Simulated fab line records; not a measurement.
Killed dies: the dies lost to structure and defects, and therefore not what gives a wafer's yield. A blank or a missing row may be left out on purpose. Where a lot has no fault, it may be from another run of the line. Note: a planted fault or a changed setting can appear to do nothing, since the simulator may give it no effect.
Matching of chambers ; flow nand_harc ; NHARC_P_CONTACT_ALD_22 on ald_metal-04: 4 sister chambers
The step deposits TiN, target thk 3 nm, pulse time 1 s, ald cycles 150. 4 wafers are shown with their chamber, then 7 later ones without.

## WAFERS PAIRED WITH THEIR CHAMBERS
wafer;chamber;heater_power_w (W)
L264.5;3;848
L264.6;2;1016
L269.1;0;1101
L269.3;1;1153

## WAFERS WITHOUT THEIR CHAMBER
wafer;heater_power_w (W)
L269.4;875
L271.1;1067
L271.5;1167
L271.6;1014
L280.1;1036
L280.4;1230
L280.5;851

## THE CHAMBER EACH PASSED THROUGH
wafer;from the rows above;in truth
L269.4;3;3
L271.1;can't be placed: 0 or 2 or 1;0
L271.5;can't be placed: 1 or 0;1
L271.6;2;2
L280.1;can't be placed: 2 or 0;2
L280.4;can't be placed: 1 or 0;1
L280.5;3;3
Correctly placed: 3 of 7. Not placeable from these rows: 4 (in 4, the candidates include the true chamber). 0 placed wrongly.
How it was worked out, from the rows above alone: a wafer's distance from a chamber is the root of the sum, over the readings, of the square of ((its reading less the chamber's mean) divided by the reading's scatter). If the next closest chamber is less than 2 further off than the closest, the wafer can't be placed; otherwise it belongs to the closest. For every chamber, the mean is computed from those of its wafers that are shown. The scatter: with one shown wafer a chamber, the root of the mean of the squares of how far each hidden wafer lies from its nearest shown one.
